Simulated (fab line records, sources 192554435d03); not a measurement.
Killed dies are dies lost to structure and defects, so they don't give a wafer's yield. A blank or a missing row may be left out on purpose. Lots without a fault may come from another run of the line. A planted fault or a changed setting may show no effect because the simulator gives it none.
Which tool did it? | flow n5_finfet | 7 lots, 18 wafers sampled, at 4 steps of a route of 1938

WHAT THE GAUGES READ, wafer by wafer
N5_SD_EPI_N_EPI_MEAS_23.
lot  | measured    | on            | thk_nm (nm)
L225 | day 3 13:30 | film_metro-02 | 59.1 59.2 59.4
L227 | day 4 00:41 | film_metro-02 | 59.3 57.5
L229 | day 4 12:27 | film_metro-01 | 57.2 57.2 61.3
L231 | day 4 22:38 | film_metro-02 | 58.7 59.3
L234 | day 5 19:21 | film_metro-01 | 57.2 58.0 59.3
L236 | day 6 05:50 | film_metro-01 | 58.8 60.5 58.0
L245 | day 8 10:19 | film_metro-02 | 16.9 14.7

WHICH TOOL RAN EACH LOT (tool, then ch and the chambers of the sampled wafers, then the start)
lot  | N5_SPACER0_ALD_00                | N5_SD_EPI_N_PRECLEAN_48        | N5_SD_EPI_N_VAPOR_ETCH_50
L225 | ald_sin-03 ch 0,3, day 3 09:19   | epi_rpcvd-01 ch 0, day 3 11:14 | epi_rpcvd-01 ch 0, day 3 11:35
L227 | ald_sin-02 ch 0,3, day 3 19:53   | epi_rpcvd-01 ch 0, day 3 21:59 | epi_rpcvd-01 ch 0, day 3 22:19
L229 | ald_sin-01 ch 0,1,3, day 4 08:17 | epi_rpcvd-01 ch 0, day 4 10:11 | epi_rpcvd-01 ch 0, day 4 10:33
L231 | ald_sin-03 ch 2,3, day 4 18:28   | epi_rpcvd-02 ch 0, day 4 20:26 | epi_rpcvd-02 ch 0, day 4 20:46
L234 | ald_sin-02 ch 0,1,3, day 5 15:03 | epi_rpcvd-03 ch 0, day 5 17:05 | epi_rpcvd-03 ch 0, day 5 17:27
L236 | ald_sin-03 ch 1,3, day 6 01:39   | epi_rpcvd-03 ch 0, day 6 03:42 | epi_rpcvd-03 ch 0, day 6 04:00
L245 | ald_sin-02 ch 0,1, day 8 06:08   | epi_rpcvd-03 ch 0, day 8 08:03 | epi_rpcvd-03 ch 0, day 8 08:25
- N5_SPACER0_ALD_00: deposits SiOCN, target thk 3.5 nm, pulse time 3 s, purge time 2 s.
- N5_SD_EPI_N_PRECLEAN_48: cleans in NF3:NH3, afs cycles 2, time 20 s, sublimation time 60 s.
- N5_SD_EPI_N_VAPOR_ETCH_50: etches Si in HCl, time 54 s.

THE ANSWER, worked out from the rows above alone
Rule: what is usual is taken from the lots themselves. Put in order of their means at a reading, lots are off if they are a third of the lots or fewer, leave a main group of 4 or more, and stand apart from it by a gap of 3 or more times the standard deviation of the main group's means; of several such gaps the widest counts. A main group whose means are all the same, to the digits that the tables above print for the reading, isn't used. A lot without any number at a reading at which 4 lots or more have one is off too. The other lots that the step has rows for count as sound.
Off: L245, at N5_SD_EPI_N_EPI_MEAS_23 (thk_nm). The main group: mean 58.7 nm, standard deviation 0.39.
A tool fits if, at a process step before that reading, it ran every lot that is off, and no sound lot after the first of them. The gauges at N5_SD_EPI_N_EPI_MEAS_23 are tried like those tools. Can't be told from this: 3 tools fit, ald_sin-02 at N5_SPACER0_ALD_00, epi_rpcvd-03 at N5_SD_EPI_N_PRECLEAN_48 and N5_SD_EPI_N_VAPOR_ETCH_50, film_metro-02 at N5_SD_EPI_N_EPI_MEAS_23.

WHAT THE SIMULATOR HAD PUT IN
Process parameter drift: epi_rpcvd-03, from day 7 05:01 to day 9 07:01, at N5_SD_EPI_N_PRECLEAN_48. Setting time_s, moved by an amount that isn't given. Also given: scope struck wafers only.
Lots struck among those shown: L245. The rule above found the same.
